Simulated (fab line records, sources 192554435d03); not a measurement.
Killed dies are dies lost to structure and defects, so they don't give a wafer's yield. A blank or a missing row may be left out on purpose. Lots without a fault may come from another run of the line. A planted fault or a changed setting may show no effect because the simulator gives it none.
A struck lot beside a sound one | flow n5_finfet | 39 steps out of a route of 1938
Sound: wafers L625.2, L625.3, L625.5. Struck: wafer L631.6. (L631.5 of the same lot was not struck and is left out.) The cause comes at the end.
At each step with rows: each side's tool, then ch and its chambers, then its first start. Under that, the readings that differ: sound wafers | struck wafers | difference of the means | sigmas: that difference in standard deviations of wafers without a fault.
alike: readings whose means differ by less than 2 such deviations, and words and numbers that are the same on both sides. not compared: withheld readings, readings that some wafer has no value for, bounds like >300 that may hide the same value, and numbers for which the record gives no deviation and whose values overlap.
The two part at a step that has a row with sigmas, a row that says differs or no value, or rows on one side only. Numbers that don't overlap but have no deviation are shown without sigmas and don't part them. A reading that every wafer of one side lacks parts them only if that side has two wafers or more.

first, 11 steps without rows for these wafers: N5_BEOL_M0_SAQP_DESCUM_19 (chemistry O2, time 7.9 s); N5_BEOL_M0_SAQP_ETCH_83 (etches SiARC in CF4, target depth 39 nm, time 65 s); N5_BEOL_M0_SAQP_ETCH_84 (etches SOC in N2/H2, target depth 100 nm, overetch 20 nm, time 150 s); N5_BEOL_M0_SAQP_STRIP_80 (strips in N2/H2); N5_BEOL_M0_SAQP_HM_OPEN_112 (chemistry CHF3/O2, target SiO2, stops on a-Si, target depth 12 nm, time 13.5 s); N5_BEOL_M0_SAQP_STRIP_113 (strips in CHF3/O2); N5_BEOL_M0_SAQP_MANDREL_ETCH_20 (etches a-Si in HBr/Cl2, stops on SiNx, target depth 60 nm, bt time 10 s, time 30 s); N5_BEOL_M0_SAQP_STRIP_86 (strips in N2/H2); N5_BEOL_M0_SAQP_STRIP_115 (strips in post etch residue remover, time 60 s); N5_BEOL_M0_SAQP_SRD_93 (time 30 s); N5_BEOL_M0_SAQP_RECESS_114 (chemistry HF/NH3, target SiO2, target depth 14.4 nm, afs cycles 3, sublimation time 60 s).
N5_BEOL_M0_SAQP_SPACER1_ALD_98: deposits SiO2, target thk 12.8 nm, pulse time 1 s, purge time 2 s.
  sound on ald_sin-02 ch 0,1,3, day 6 07:00; struck on ald_sin-02 ch 3, day 8 01:28
  reading                                               | sound        | struck | difference | sigmas
  ald_cycles                                            | 138 138 138  | 178    | +40        |
  model.SiO2_of_BEOL_M0_SAQP_SPACER1_ALD_98.thk_nm (nm) | 13 12.8 12.8 | 16.6   | +3.7       |
  alike: chamber_pressure_Torr, heater_power_outer_w, heater_power_w, precursor_pulse_height_rel, susceptor_temp_C
then, 1 step without rows for these wafers: N5_BEOL_M0_SAQP_SPACER1_ETCHBACK_99 (etches SiO2 in CHF3/O2, target depth 15.4 nm, time 7.7 s).
N5_BEOL_M0_SAQP_MANDREL1_REMOVE_100: chemistry HBr/Cl2/O2, target a-Si, stops on SiNx, bt time 10 s.
  sound on rie_si-05 ch 0,1,3, day 6 07:34; struck on rie_si-06 ch 2, day 8 01:59
  reading                                               | sound             | struck | difference | sigmas
  O2_flow_sccm (sccm)                                   | 4.999 4.992 4.986 | 5.026  | +0.034     | +2
  model.SiO2_of_BEOL_M0_SAQP_SPACER1_ALD_98.thk_nm (nm) | 7.6 7.4 7.4       | 11.2   | +3.7       |
  model.BEOL_M0_SAQP.cd_nm (nm)                         | 13 12.8 12.8      | 16.6   | +3.7       |
  alike: chamber_pressure_mTorr, drypump_motor_current_A, oes_product_au, throttle_valve_pct
  not compared: rf_hours_counter_h
N5_BEOL_M0_SAQP_CD_MEAS_25: target cd 13.1 nm.
  sound on cd_sem-02 ch 0, day 6 07:40; struck on cd_sem-03 ch 0, day 8 02:05
  reading    | sound             | struck | difference | sigmas
  cd_nm (nm) | 13.19 12.64 12.58 | 16.63  | +3.83      | +17
then, 22 steps without rows for these wafers: N5_BEOL_M0_SAQP_ETCH_101 (etches SiNx in CH3F/O2, target depth 29.9 nm, time 42.7 s); N5_BEOL_M0_SAQP_ETCH_102 (etches SiO2 in CF4, target depth 4 nm, time 4.4 s); N5_BEOL_M0_SAQP_MANDREL_ETCH_103 (etches a-Si in HBr/Cl2, stops on SiCN, target depth 45 nm, bt time 10 s, time 27 s); N5_BEOL_M0_SAQP_RECESS_104 (chemistry HF/NH3, target SiO2, target depth 18 nm, afs cycles 3, sublimation time 60 s); N5_BEOL_M0_SAQP_COAT_105 (time 60 s, resist thk 100 nm); N5_BEOL_M0_SAQP_ETCH_106 (etches SOC in N2/H2, stops on SiNx, target depth 150 nm); N5_BEOL_M0_SAQP_ETCH_107 (etches SiNx in CH3F/O2, target depth 30 nm); N5_BEOL_M0_SAQP_STRIP_108 (strips in N2/H2); N5_BEOL_M0_SAQP_RECESS_109 (chemistry HF/NH3, target SiO2, target depth 3 nm, afs cycles 1, sublimation time 60 s); N5_BEOL_M0_SAQP_SPACER2_ALD_26 (deposits SiO2, target thk 15 nm, pulse time 1 s, purge time 2 s); N5_BEOL_M0_SAQP_SPACER2_ETCHBACK_27 (etches SiO2 in CHF3/O2, target depth 22.5 nm, time 11.25 s); N5_BEOL_M0_SAQP_MANDREL2_REMOVE_110 (chemistry HBr/Cl2/O2, target a-Si, stops on SiCN, bt time 10 s); N5_BEOL_M0_SAQP_COAT_69 (time 60 s, resist thk 90 nm); N5_BEOL_M0_SAQP_COAT_72 (time 60 s, resist thk 15 nm); N5_BEOL_M0_SAQP_COAT_87 (time 60 s, resist thk 5 nm); N5_BEOL_M0_SAQP_COAT_34 (resist thk 30 nm); N5_BEOL_M0_SAQP_EBR_36; N5_BEOL_M0_SAQP_SOFTBAKE_35 (time 60 s); N5_BEOL_M0_SAQP_EXPOSE_37 (exposes mask M0 CUT1, target cd 30 nm); N5_BEOL_M0_SAQP_PEB_38 (peb time 60 s); N5_BEOL_M0_SAQP_DEVELOP_39 (develop time 30 s); N5_BEOL_M0_SAQP_DESCUM_45 (chemistry O2, time 7 s).
N5_BEOL_M4_RC_MEAS_101:
  the record has rows for the sound wafers here (prober-02 ch 0, day 8 07:23) and none for the struck ones
-- the record jumps here: 7 days lie between the struck wafers' starts before and after (it left off in module BEOL_M4 and takes up again in module PASSIVATION, whose first step shown is number 1936 of the route) --
N5_PASSIVATION_PROBE_49:
  the record has rows for the struck wafers here (prober-02, day 14 20:56) and none for the sound ones

WHERE THEY PART
First at N5_BEOL_M0_SAQP_MANDREL1_REMOVE_100; last, within this record, at N5_PASSIVATION_PROBE_49.

WHY: what the simulator had put in
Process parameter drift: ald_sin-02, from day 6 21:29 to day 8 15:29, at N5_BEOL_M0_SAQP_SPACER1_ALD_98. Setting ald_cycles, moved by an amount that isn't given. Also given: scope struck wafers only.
